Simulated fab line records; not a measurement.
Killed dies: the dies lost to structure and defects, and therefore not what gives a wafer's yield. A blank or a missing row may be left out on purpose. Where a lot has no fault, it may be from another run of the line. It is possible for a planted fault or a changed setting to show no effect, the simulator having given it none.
fab line records	flow n5-finfet
record lots=24	wafers=72	last-day=18
route steps=1938 shown BEOL_M12@1650 BEOL_M13@1670
lots that met no fault: taken from a fault-free run of the same line
start-h: the number of hours between the record's first day and the start of the first shown wafer of the lot	wait-h: how many hours have passed since the lot's step before this one	" as in the row above	L1.1+2: one row covering several wafers at once	- either no value or no given start	* or withheld: withheld	< > ~ a bound
route shown NAME@n: a module of which the file shows steps, and the number in the route of the first	usual: mean and standard deviation over wafers with no fault	same: alike in all rows	chamber/n: place in a boat	sites: readings site by site	_std_site: standard deviation across them	_edge_site: inner sites' mean taken away from outer sites' mean	radius-mm: how far each site lies from the wafer's centre	mask NAME#n: copy n	behind: the last tool/chamber to shape the wafer	hold: reason for holding the lot/hours on hold/outcome of the hold	device: the transistor (n, p or np) that didn't switch	end of line: the route-end tests of the same wafers	a step given without rows: its recipe and nothing more	killed: dies lost to structure and defects at the first sort, not the wafer's yield	map: a wafer's dies, x killed, . not, _ none there
set.NAME: the setting that was run; set.NAME@STEP: the one run at that earlier step	model.NAME: the simulator's own value behind a step, which no gauge read
steps of the route over a sample of lots; a table a step, a row a wafer
services: a tool's chamber out of use, with start hour (start-h, from the record's first day; less than 0 if before it), hours out, and reason
## steps
# step N5_BEOL_M12_SPUTTER_45
# recipe material=Cu	target-thk-a=800	temp-c=-20	bias-v=60	power-w=26000	chamber-pressure-pa=0.13	time-s=13.33
# usual susceptor-temp-C=-20.00/0.11	throttle-valve-pct=30.1/0.93
lot.wafer	tool	chamber	start-h	wait-h	susceptor-temp-C	throttle-valve-pct
L074.1	pvd-sputter-03	-	240.31	0.0	-20.04	29.8
L074.2	"	-	"	"	-20.00	30.4
L074.3	"	-	"	"	-20.06	31.6
L076.1	pvd-sputter-03	-	240.63	0.0	-20.00	31.8
L076.4	"	-	"	"	-19.93	30.0
L076.6	"	-	"	"	-19.97	30.1
L075.1	pvd-sputter-03	-	253.33	0.0	-19.95	31.8
L075.3	"	-	"	"	-20.22	30.6
L075.4	"	-	"	"	-19.97	30.0
L077.2	pvd-sputter-02	-	257.04	0.0	-20.00	29.5
L077.4	"	-	"	"	-19.92	31.9
L077.6	"	-	"	"	-20.08	29.7
L078.1	pvd-sputter-01	-	262.28	0.0	-20.04	29.0
L078.3	"	-	"	"	-20.21	30.3
L078.4	"	-	"	"	-19.99	28.5
L079.2	pvd-sputter-02	-	270.67	0.1	-20.10	29.8
L079.3	"	-	"	"	-19.92	29.8
L079.6	"	-	"	"	-20.11	32.1
L081.4	pvd-sputter-01	-	282.63	0.0	-20.05	28.4
L081.5	"	-	"	"	-19.87	30.3
L081.6	"	-	"	"	-19.84	29.9
L080.1	pvd-sputter-01	-	288.05	0.0	-19.95	30.0
L080.3	"	-	"	"	-20.27	29.0
L080.6	"	-	"	"	-19.94	30.2
L082.1	pvd-sputter-01	-	288.65	0.0	-20.06	28.4
L082.5	"	-	"	"	-19.95	28.7
L082.6	"	-	"	"	-19.95	29.8
L083.2	pvd-sputter-01	-	294.93	0.0	-20.03	30.2
L083.4	"	-	"	"	-20.07	28.5
L083.6	"	-	"	"	-20.22	30.0
L084.1	pvd-sputter-02	-	305.10	0.0	-20.13	29.9
L084.3	"	-	"	"	-20.02	29.8
L084.4	"	-	"	"	-19.96	32.3
L085.1	pvd-sputter-01	-	306.08	0.0	-20.03	30.3
L085.3	"	-	"	"	-20.08	30.0
L085.5	"	-	"	"	-19.90	30.3
L086.1	pvd-sputter-03	-	313.22	0.0	-20.22	30.2
L086.3	"	-	"	"	-20.23	30.5
L086.5	"	-	"	"	-20.03	29.8
L087.2	pvd-sputter-01	-	313.48	0.0	-19.87	29.8
L087.5	"	-	"	"	-20.09	29.8
L087.6	"	-	"	"	-20.11	30.0
L088.1	pvd-sputter-03	-	323.40	0.0	-20.13	30.4
L088.3	"	-	"	"	-19.81	32.0
L088.5	"	-	"	"	-20.01	30.0
L090.1	pvd-sputter-03	-	331.06	0.0	-19.94	29.5
L090.5	"	-	"	"	-20.06	31.8
L090.6	"	-	"	"	-19.93	30.1
L089.1	pvd-sputter-02	-	338.28	0.0	-20.14	29.7
L089.2	"	-	"	"	-19.87	29.9
L089.6	"	-	"	"	-20.02	29.9
L092.1	pvd-sputter-01	-	350.89	0.0	-19.90	29.7
L092.3	"	-	"	"	-19.95	29.3
L092.4	"	-	"	"	-20.03	30.2
L093.2	pvd-sputter-03	-	359.95	0.0	-20.13	29.5
L093.4	"	-	"	"	-20.19	31.7
L093.5	"	-	"	"	-20.05	30.2
L095.3	pvd-sputter-03	-	360.81	0.0	-20.04	32.0
L095.4	"	-	"	"	-20.14	30.4
L095.6	"	-	"	"	-19.94	30.3
L091.1	pvd-sputter-03	-	363.11	0.0	-19.95	30.2
L091.5	"	-	"	"	-19.94	29.8
L091.6	"	-	"	"	-19.83	30.4
L094.2	pvd-sputter-01	-	370.04	0.0	-19.74	29.2
L094.4	"	-	"	"	-19.87	30.0
L094.6	"	-	"	"	-19.94	28.4
L096.1	pvd-sputter-01	-	386.04	0.0	-19.83	30.3
L096.5	"	-	"	"	-19.79	30.3
L096.6	"	-	"	"	-19.97	30.2
L097.4	pvd-sputter-03	-	386.06	0.0	-20.05	30.3
L097.5	"	-	"	"	-20.00	30.7
L097.6	"	-	"	"	-19.86	31.7
# step N5_BEOL_M12_ANNEAL_48
# recipe temp-c=225	time-s=90	ambient=N2
# usual wafer_temp_C_max=226.1/0.42
lot.wafer	tool	chamber	start-h	wait-h	wafer_temp_C_max
L074.1	rtp-anneal-01	0	241.09	0.4	225.6
L074.2	"	0	"	"	225.6
L074.3	"	0	"	"	225.7
L076.1	rtp-anneal-02	0	241.48	0.6	226.8
L076.4	"	0	"	"	226.1
L076.6	"	0	"	"	226.4
L075.1	rtp-anneal-02	0	253.59	0.1	226.3
L075.3	"	0	"	"	226.5
L075.4	"	0	"	"	226.9
L077.2	rtp-anneal-01	0	257.35	0.1	225.7
L077.4	"	0	"	"	225.8
L077.6	"	0	"	"	226.0
L078.1	rtp-anneal-01	0	263.05	0.6	225.6
L078.3	"	0	"	"	225.5
L078.4	"	0	"	"	225.7
L079.2	rtp-anneal-02	0	271.06	0.1	226.3
L079.3	"	0	"	"	225.9
L079.6	"	0	"	"	227.1
L081.4	rtp-anneal-01	0	283.03	0.2	225.7
L081.5	"	0	"	"	225.4
L081.6	"	0	"	"	225.6
L080.1	rtp-anneal-02	0	288.42	0.2	226.5
L080.3	"	0	"	"	226.7
L080.6	"	0	"	"	226.5
L082.1	rtp-anneal-02	0	288.91	0.1	226.2
L082.5	"	0	"	"	226.1
L082.6	"	0	"	"	226.2
L083.2	rtp-anneal-02	0	295.24	0.1	226.0
L083.4	"	0	"	"	226.3
L083.6	"	0	"	"	226.2
L084.1	rtp-anneal-02	0	305.36	0.1	226.4
L084.3	"	0	"	"	226.2
L084.4	"	0	"	"	226.4
L085.1	rtp-anneal-01	0	306.98	0.7	225.7
L085.3	"	0	"	"	225.9
L085.5	"	0	"	"	225.8
L086.1	rtp-anneal-01	0	313.51	0.1	225.9
L086.3	"	0	"	"	225.6
L086.5	"	0	"	"	225.7
L087.2	rtp-anneal-02	0	313.83	0.2	226.6
L087.5	"	0	"	"	226.5
L087.6	"	0	"	"	226.5
L088.1	rtp-anneal-02	0	324.06	0.4	225.8
L088.3	"	0	"	"	226.6
L088.5	"	0	"	"	226.1
L090.1	rtp-anneal-01	0	331.63	0.4	225.7
L090.5	"	0	"	"	225.5
L090.6	"	0	"	"	226.0
L089.1	rtp-anneal-02	0	339.02	0.5	226.3
L089.2	"	0	"	"	226.4
L089.6	"	0	"	"	226.0
L092.1	rtp-anneal-02	0	351.31	0.3	226.2
L092.3	"	0	"	"	226.1
L092.4	"	0	"	"	226.6
L093.2	rtp-anneal-02	0	360.25	0.1	226.2
L093.4	"	0	"	"	226.2
L093.5	"	0	"	"	226.2
L095.3	rtp-anneal-01	0	361.48	0.5	225.8
L095.4	"	0	"	"	225.7
L095.6	"	0	"	"	225.6
L091.1	rtp-anneal-01	0	363.37	0.1	225.9
L091.5	"	0	"	"	226.0
L091.6	"	0	"	"	225.9
L094.2	rtp-anneal-01	0	370.39	0.2	225.6
L094.4	"	0	"	"	225.9
L094.6	"	0	"	"	225.6
L096.1	rtp-anneal-01	0	386.30	0.1	225.6
L096.5	"	0	"	"	225.5
L096.6	"	0	"	"	225.5
L097.4	rtp-anneal-02	0	386.46	0.2	226.5
L097.5	"	0	"	"	226.4
L097.6	"	0	"	"	226.4
# step N5_BEOL_M13_OVL_MEAS_11
# recipe points-per-wafer=44
# usual V12_OVL=1/5.3
lot.wafer	tool	chamber	start-h	wait-h	V12_OVL[nm]
L074.1	overlay-01	0	242.35	0.0	1
L074.2	"	0	"	"	0
L074.3	"	0	"	"	3
L076.1	overlay-01	0	242.76	0.0	-7
L076.4	"	0	"	"	0
L076.6	"	0	"	"	2
L075.1	overlay-02	0	254.88	0.0	-3
L075.3	"	0	"	"	-2
L075.4	"	0	"	"	9
L077.2	overlay-02	0	258.57	0.0	-2
L077.4	"	0	"	"	-3
L077.6	"	0	"	"	2
L078.1	overlay-01	0	264.62	0.0	-2
L078.3	"	0	"	"	5
L078.4	"	0	"	"	-6
L079.2	overlay-01	0	272.43	0.0	10
L079.3	"	0	"	"	0
L079.6	"	0	"	"	-2
L081.4	overlay-01	0	284.28	0.0	5
L081.5	"	0	"	"	17
L081.6	"	0	"	"	3
L082.1	overlay-01	0	290.30	0.0	-5
L082.5	"	0	"	"	-3
L082.6	"	0	"	"	1
L083.2	overlay-01	0	296.59	0.0	0
L083.4	"	0	"	"	-2
L083.6	"	0	"	"	0
L080.1	overlay-02	0	300.27	0.0	-4
L080.3	"	0	"	"	1
L080.6	"	0	"	"	1
L084.1	overlay-02	0	306.62	0.0	1
L084.3	"	0	"	"	1
L084.4	"	0	"	"	5
L085.1	overlay-02	0	308.38	0.0	3
L085.3	"	0	"	"	0
L085.5	"	0	"	"	6
L086.1	overlay-02	0	314.79	0.0	0
L086.3	"	0	"	"	6
L086.5	"	0	"	"	-3
L087.2	overlay-02	0	315.41	0.0	2
L087.5	"	0	"	"	-3
L087.6	"	0	"	"	-2
L088.1	overlay-02	0	325.46	0.0	7
L088.3	"	0	"	"	6
L088.5	"	0	"	"	0
L090.1	overlay-02	0	333.04	0.0	-7
L090.5	"	0	"	"	-5
L090.6	"	0	"	"	-7
L089.1	overlay-02	0	340.44	0.0	3
L089.2	"	0	"	"	6
L089.6	"	0	"	"	-7
L092.1	overlay-01	0	352.58	0.0	7
L092.3	"	0	"	"	8
L092.4	"	0	"	"	12
L093.2	overlay-02	0	361.49	0.0	-6
L093.4	"	0	"	"	-1
L093.5	"	0	"	"	-2
L095.3	overlay-02	0	362.79	0.0	-1
L095.4	"	0	"	"	-2
L095.6	"	0	"	"	-3
L091.1	overlay-01	0	364.71	0.0	0
L091.5	"	0	"	"	5
L091.6	"	0	"	"	2
L094.2	overlay-01	0	372.93	0.0	0
L094.4	"	0	"	"	-2
L094.6	"	0	"	"	-4
L097.4	overlay-02	0	387.71	0.0	-8
L097.5	"	0	"	"	-3
L097.6	"	0	"	"	6
L096.1	overlay-02	0	387.87	0.0	-4
L096.5	"	0	"	"	3
L096.6	"	0	"	"	-1
# step N5_BEOL_M13_ETCH_59
# recipe chemistry=N2/H2	target=BARC	target-depth-a=890	overetch-a=267	time-s=67.9	ion-energy-ev=200	pressure-mtorr=30	source-w=840	bias-w=150	n2-flow-sccm=200	h2-flow-sccm=200
# usual bias-w=150.0/0.46	drypump-motor-current-A=5.4/0.42	oes-product-au=0.69/0.064	rf-vpp-V=523.3/2.1	showerhead-plenum-p-Torr=2.52/0.068	throttle-valve-pct=17.90/0.3
lot.wafer	tool	chamber	start-h	wait-h	bias-w	drypump-motor-current-A	oes-product-au	rf-hours-counter-h	rf-vpp-V	showerhead-plenum-p-Torr	throttle-valve-pct
L074.1	rie-diel-06	2	242.44	0.0	150.0	5.6	0.64	143	520.5	2.45	18.19
L074.2	"	1	"	"	148.9	6.3	0.74	45	527.4	2.68	17.61
L074.3	"	0	"	"	150.2	4.9	0.59	243	522.4	2.53	18.54
L076.1	rie-diel-05	0	243.05	0.0	149.7	5.1	0.64	140	521.4	2.45	18.19
L076.4	"	1	"	"	149.6	5.8	0.68	110	523.6	2.55	17.75
L076.6	"	3	"	"	149.6	5.7	0.58	-	526.1	2.62	17.97
L075.1	rie-diel-04	1	254.97	0.0	149.6	5.4	0.61	209	521.6	2.50	18.16
L075.3	"	3	"	"	149.9	4.8	0.78	23	523.8	2.47	17.32
L075.4	"	0	"	"	150.1	5.6	0.75	39	521.5	2.49	18.02
L077.2	rie-diel-04	1	258.66	0.0	149.7	5.4	0.60	210	522.4	2.50	18.15
L077.4	"	0	"	"	150.0	5.6	0.75	40	521.6	2.49	18.03
L077.6	"	0	"	"	150.3	5.6	0.74	-	522.2	2.49	18.01
L078.1	rie-diel-06	2	264.87	0.0	150.6	5.6	0.64	151	521.5	2.44	18.22
L078.3	"	1	"	"	150.3	6.3	0.72	54	527.0	2.68	17.65
L078.4	"	2	"	"	150.0	5.7	0.65	-	520.6	2.44	18.21
L079.2	rie-diel-05	1	272.52	0.0	150.0	5.8	0.68	120	523.4	2.55	17.77
L079.3	"	3	"	"	150.8	5.6	0.57	245	525.1	2.61	17.97
L079.6	"	3	"	"	149.8	5.7	0.57	-	525.6	2.61	17.98
L081.4	rie-diel-04	3	284.40	0.0	148.9	4.8	0.77	-	523.3	2.47	17.34
L081.5	"	2	"	"	149.8	5.2	0.73	-	525.7	2.58	17.98
L081.6	"	1	"	"	150.3	5.4	0.60	-	523.3	2.50	18.18
L082.1	rie-diel-05	0	290.39	0.0	150.0	5.2	0.64	153	521.3	2.45	18.23
L082.5	"	2	"	"	150.5	5.8	0.69	-	524.8	2.56	17.75
L082.6	"	3	"	"	149.6	5.7	0.58	-	524.9	2.61	17.98
L083.2	rie-diel-05	1	296.69	0.0	150.5	5.8	0.67	126	523.2	2.54	17.78
L083.4	"	1	"	"	149.6	5.8	0.67	-	524.6	2.54	17.79
L083.6	"	2	"	"	150.5	5.8	0.69	-	525.0	2.56	17.76
L080.1	rie-diel-04	0	300.36	0.0	150.1	5.6	0.73	47	521.0	2.49	18.02
L080.3	"	3	"	"	150.5	4.8	0.76	36	522.7	2.47	17.35
L080.6	"	1	"	"	149.7	5.4	0.59	-	522.8	2.50	18.18
L084.1	rie-diel-04	1	306.72	0.0	149.2	5.4	0.60	223	522.4	2.50	18.18
L084.3	"	2	"	"	150.4	5.2	0.71	71	523.8	2.58	17.98
L084.4	"	0	"	"	150.4	5.6	0.73	50	521.7	2.49	18.04
L085.1	rie-diel-06	0	308.47	0.0	150.1	5.0	0.83	5	522.9	2.52	18.17
L085.3	"	3	"	"	149.9	4.8	0.70	75	521.8	2.48	17.73
L085.5	"	1	"	"	149.4	6.3	0.71	-	527.7	2.67	17.67
L086.1	rie-diel-04	2	314.89	0.0	149.3	5.2	0.71	74	525.6	2.58	17.99
L086.3	"	0	"	"	150.1	5.6	0.73	52	521.1	2.49	18.04
L086.5	"	3	"	"	150.9	4.8	0.76	-	522.7	2.46	17.36
L087.2	rie-diel-04	3	315.50	0.0	149.5	4.8	0.75	42	521.8	2.46	17.35
L087.5	"	1	"	"	149.9	5.4	0.59	-	523.1	2.50	18.19
L087.6	"	0	"	"	149.5	5.6	0.73	-	522.8	2.49	18.04
L088.1	rie-diel-05	3	326.05	0.0	150.4	5.7	0.84	4	526.1	2.61	17.49
L088.3	"	1	"	"	150.1	5.8	0.67	134	524.0	2.54	17.79
L088.5	"	1	"	"	150.7	5.8	0.67	-	524.6	2.54	17.81
L090.1	rie-diel-04	1	333.13	0.0	150.1	5.4	0.59	232	522.3	2.49	18.18
L090.5	"	3	"	"	150.3	4.8	0.75	-	522.5	2.46	17.37
L090.6	"	2	"	"	150.3	5.2	0.72	-	524.9	2.58	18.00
L089.1	rie-diel-05	3	340.53	0.0	150.4	5.7	0.82	9	525.3	2.60	17.49
L089.2	"	2	"	"	149.9	5.9	0.67	108	524.5	2.55	17.80
L089.6	"	0	"	"	149.8	5.2	0.63	-	520.6	2.44	18.25
L092.1	rie-diel-04	2	352.68	0.0	150.9	5.2	0.70	86	526.5	2.57	18.03
L092.3	"	3	"	"	150.2	4.8	0.74	54	523.9	2.46	17.37
L092.4	"	2	"	"	150.7	5.2	0.70	-	523.3	2.57	18.00
L093.2	rie-diel-06	1	361.58	0.0	150.6	6.2	0.70	82	526.6	2.67	17.70
L093.4	"	2	"	"	149.7	5.7	0.62	182	520.6	2.43	18.25
L093.5	"	3	"	"	149.8	4.8	0.69	-	522.6	2.48	17.76
L095.3	rie-diel-05	1	362.95	0.0	149.6	5.8	0.66	145	525.2	2.54	17.82
L095.4	"	2	"	"	150.3	5.8	0.67	115	525.0	2.55	17.81
L095.6	"	2	"	"	149.6	5.8	0.67	-	523.5	2.55	17.81
L091.1	rie-diel-06	3	364.80	0.0	149.9	4.8	0.69	90	522.3	2.48	17.74
L091.5	"	1	"	"	149.8	6.3	0.69	-	527.9	2.67	17.70
L091.6	"	0	"	"	150.3	5.1	0.77	-	523.3	2.51	18.22
L094.2	rie-diel-04	3	373.04	0.0	149.5	4.8	0.73	60	522.2	2.46	17.38
L094.4	"	0	"	"	149.7	5.6	0.71	64	520.3	2.48	18.05
L094.6	"	2	"	"	150.9	5.2	0.69	-	524.3	2.57	18.02
L097.4	rie-diel-05	1	387.81	0.0	150.7	5.8	0.65	152	525.0	2.53	17.85
L097.5	"	3	"	"	150.1	5.7	0.80	-	526.0	2.60	17.53
L097.6	"	2	"	"	149.4	5.8	0.66	-	524.3	2.55	17.83
L096.1	rie-diel-06	2	387.97	0.0	150.6	5.6	0.61	190	521.5	2.43	18.29
L096.5	"	2	"	"	150.0	5.6	0.62	-	520.3	2.43	18.28
L096.6	"	1	"	"	149.6	6.3	0.68	-	526.9	2.66	17.71
# step N5_BEOL_M13_INSPECT_30
# recipe mode=adi	inspect-instrument=macro
# usual raw-defect-count=2.0/1.3
lot.wafer	tool	chamber	start-h	wait-h	raw-defect-count
L074.1	defect-inspect-01	-	243.46	0.0	3
L074.2	"	-	"	"	1
L074.3	"	-	"	"	4
L076.1	defect-inspect-02	-	243.94	0.0	1
L076.4	"	-	"	"	3
L076.6	"	-	"	"	1
L075.1	defect-inspect-01	-	255.85	0.0	2
L075.3	"	-	"	"	4
L075.4	"	-	"	"	0
L077.2	defect-inspect-01	-	259.54	0.0	0
L077.4	"	-	"	"	1
L077.6	"	-	"	"	3
L078.1	defect-inspect-02	-	265.87	0.0	5
L078.3	"	-	"	"	2
L078.4	"	-	"	"	3
L079.2	defect-inspect-01	-	273.40	0.0	2
L079.3	"	-	"	"	3
L079.6	"	-	"	"	1
L081.4	defect-inspect-01	-	285.25	0.0	2
L081.5	"	-	"	"	2
L081.6	"	-	"	"	1
L082.1	defect-inspect-02	-	291.40	0.0	1
L082.5	"	-	"	"	2
L082.6	"	-	"	"	4
L083.2	defect-inspect-01	-	297.69	0.0	3
L083.4	"	-	"	"	3
L083.6	"	-	"	"	3
L080.1	defect-inspect-02	-	301.36	0.0	0
L080.3	"	-	"	"	3
L080.6	"	-	"	"	1
L084.1	defect-inspect-02	-	307.59	0.0	2
L084.3	"	-	"	"	1
L084.4	"	-	"	"	1
L085.1	defect-inspect-01	-	309.47	0.0	1
L085.3	"	-	"	"	3
L085.5	"	-	"	"	1
L086.1	defect-inspect-01	-	315.89	0.0	3
L086.3	"	-	"	"	2
L086.5	"	-	"	"	1
L087.2	defect-inspect-02	-	316.50	0.0	3
L087.5	"	-	"	"	1
L087.6	"	-	"	"	2
L088.1	defect-inspect-01	-	327.07	0.0	2
L088.3	"	-	"	"	3
L088.5	"	-	"	"	3
L090.1	defect-inspect-01	-	334.00	0.0	4
L090.5	"	-	"	"	2
L090.6	"	-	"	"	1
L089.1	defect-inspect-01	-	341.41	0.0	2
L089.2	"	-	"	"	0
L089.6	"	-	"	"	0
L092.1	defect-inspect-02	-	353.68	0.0	0
L092.3	"	-	"	"	1
L092.4	"	-	"	"	1
L093.2	defect-inspect-01	-	362.45	0.0	1
L093.4	"	-	"	"	2
L093.5	"	-	"	"	3
L095.3	defect-inspect-01	-	363.82	0.0	5
L095.4	"	-	"	"	2
L095.6	"	-	"	"	1
L091.1	defect-inspect-01	-	365.80	0.0	1
L091.5	"	-	"	"	4
L091.6	"	-	"	"	0
L094.2	defect-inspect-01	-	373.92	0.0	0
L094.4	"	-	"	"	0
L094.6	"	-	"	"	0
L097.4	defect-inspect-02	-	388.69	0.0	1
L097.5	"	-	"	"	0
L097.6	"	-	"	"	4
L096.1	defect-inspect-02	-	388.97	0.0	1
L096.5	"	-	"	"	5
L096.6	"	-	"	"	1
# step N5_BEOL_M13_DEP_53
# recipe material=SiCN	target-thk-a=500	temp-c=withheld	precursor=3MS/NH3	pressure-torr=3	rf-w=675	time-s=17.8
# usual showerhead-plenum-p-Torr=4.160/0.024	throttle-valve-pct=18.3/1.1
lot.wafer	tool	chamber	start-h	wait-h	showerhead-plenum-p-Torr	throttle-valve-pct
L074.1	pecvd-01	1	246.36	0.0	4.182	17.8
L074.2	"	2	"	"	4.181	17.2
L074.3	"	0	"	"	4.123	18.7
L076.1	pecvd-01	1	246.66	0.0	4.182	18.0
L076.4	"	2	"	"	4.178	17.1
L076.6	"	0	"	"	4.115	18.4
L075.1	pecvd-02	0	259.30	0.0	4.160	18.5
L075.3	"	1	"	"	4.158	19.0
L075.4	"	0	"	"	4.161	18.3
L077.2	pecvd-01	0	262.41	0.0	4.120	18.6
L077.4	"	1	"	"	4.189	18.0
L077.6	"	2	"	"	4.181	17.0
L078.1	pecvd-01	0	268.82	0.0	4.116	18.6
L078.3	"	2	"	"	4.173	17.2
L078.4	"	2	"	"	4.185	17.0
L079.2	pecvd-02	1	291.24	0.0	4.154	19.1
L079.3	"	2	"	"	4.197	16.6
L079.6	"	0	"	"	4.168	18.3
L081.4	pecvd-01	0	292.51	0.0	4.127	18.8
L081.5	"	1	"	"	4.175	18.3
L081.6	"	2	"	"	4.195	16.8
L082.1	pecvd-01	2	295.55	0.0	4.192	17.3
L082.5	"	1	"	"	4.177	17.8
L082.6	"	0	"	"	4.125	18.8
L083.2	pecvd-01	0	306.01	0.0	4.128	18.6
L083.4	"	2	"	"	4.190	17.3
L083.6	"	0	"	"	4.120	18.5
L080.1	pecvd-01	2	306.55	0.0	4.185	17.1
L080.3	"	1	"	"	4.175	18.0
L080.6	"	1	"	"	4.185	18.1
L084.1	pecvd-01	0	314.90	0.0	4.126	18.6
L084.3	"	1	"	"	4.179	18.1
L084.4	"	0	"	"	4.118	18.5
L085.1	pecvd-04	1	315.20	0.0	4.129	19.4
L085.3	"	2	"	"	4.155	17.1
L085.5	"	2	"	"	4.158	17.2
L086.1	pecvd-04	0	318.61	0.0	4.159	20.0
L086.3	"	1	"	"	4.123	19.8
L086.5	"	0	"	"	4.165	20.2
L087.2	pecvd-04	1	321.13	0.0	4.124	19.7
L087.5	"	0	"	"	4.166	20.2
L087.6	"	1	"	"	4.132	19.8
L088.1	pecvd-04	2	331.07	0.0	4.154	17.1
L088.3	"	1	"	"	4.126	19.9
L088.5	"	1	"	"	4.119	19.9
L090.1	pecvd-04	0	339.14	0.0	4.175	20.1
L090.5	"	0	"	"	4.165	20.2
L090.6	"	1	"	"	4.126	19.8
L089.1	pecvd-02	0	343.82	0.0	4.149	18.4
L089.2	"	1	"	"	4.155	19.3
L089.6	"	1	"	"	4.149	19.4
L092.1	pecvd-02	2	356.53	0.0	4.190	16.4
L092.3	"	1	"	"	4.142	19.0
L092.4	"	1	"	"	4.147	18.8
L093.2	pecvd-04	1	365.04	0.0	4.132	19.9
L093.4	"	1	"	"	4.130	19.7
L093.5	"	0	"	"	4.160	20.1
L095.3	pecvd-02	0	371.61	0.0	4.155	18.5
L095.4	"	0	"	"	4.155	18.7
L095.6	"	2	"	"	4.199	16.8
L091.1	pecvd-01	1	373.63	0.0	4.176	18.0
L091.5	"	1	"	"	4.186	17.7
L091.6	"	2	"	"	4.182	17.5
L094.2	pecvd-02	2	376.71	0.0	4.192	16.5
L094.4	"	1	"	"	4.143	18.9
L094.6	"	2	"	"	4.197	16.4
L097.4	pecvd-04	2	391.22	0.0	4.150	17.4
L097.5	"	0	"	"	4.153	20.0
L097.6	"	2	"	"	4.166	17.3
L096.1	pecvd-02	2	395.39	0.0	4.194	16.6
L096.5	"	0	"	"	4.157	18.7
L096.6	"	1	"	"	4.146	19.4
## services
tool	chamber	start-h	hours	kind
pecvd-01	-	218.10	1.0	repair
rtp-anneal-02	-	218.50	6.7	pm
pecvd-04	-	242.28	1.9	repair
pecvd-04	-	254.34	14.9	repair
rie-diel-05	2	268.41	8.9	repair
pecvd-02	0	269.66	11.3	repair
rie-diel-04	0	281.69	8.8	repair
pecvd-02	1	291.40	27.1	repair
rie-diel-05	3	295.09	-	clean
rie-diel-05	3	295.09	-	consumable-replace:focus-ring
rie-diel-05	3	295.09	17.3	scheduled-down
rie-diel-06	3	296.55	2.8	repair
pecvd-04	2	298.62	3.8	repair
pecvd-02	-	301.70	28.1	pm
rie-diel-05	1	307.24	4.8	repair
rie-diel-06	1	338.64	6.6	repair
rie-diel-04	0	351.31	15.8	repair
pvd-sputter-02	-	362.16	3.7	repair
rie-diel-06	0	367.43	7.2	repair
rie-diel-06	3	369.77	1.9	repair
pecvd-02	-	378.71	0.6	repair
rie-diel-04	1	388.08	15.1	repair
pvd-sputter-03	-	389.76	3.1	repair
pecvd-04	0	394.81	9.0	repair
## key
fault none
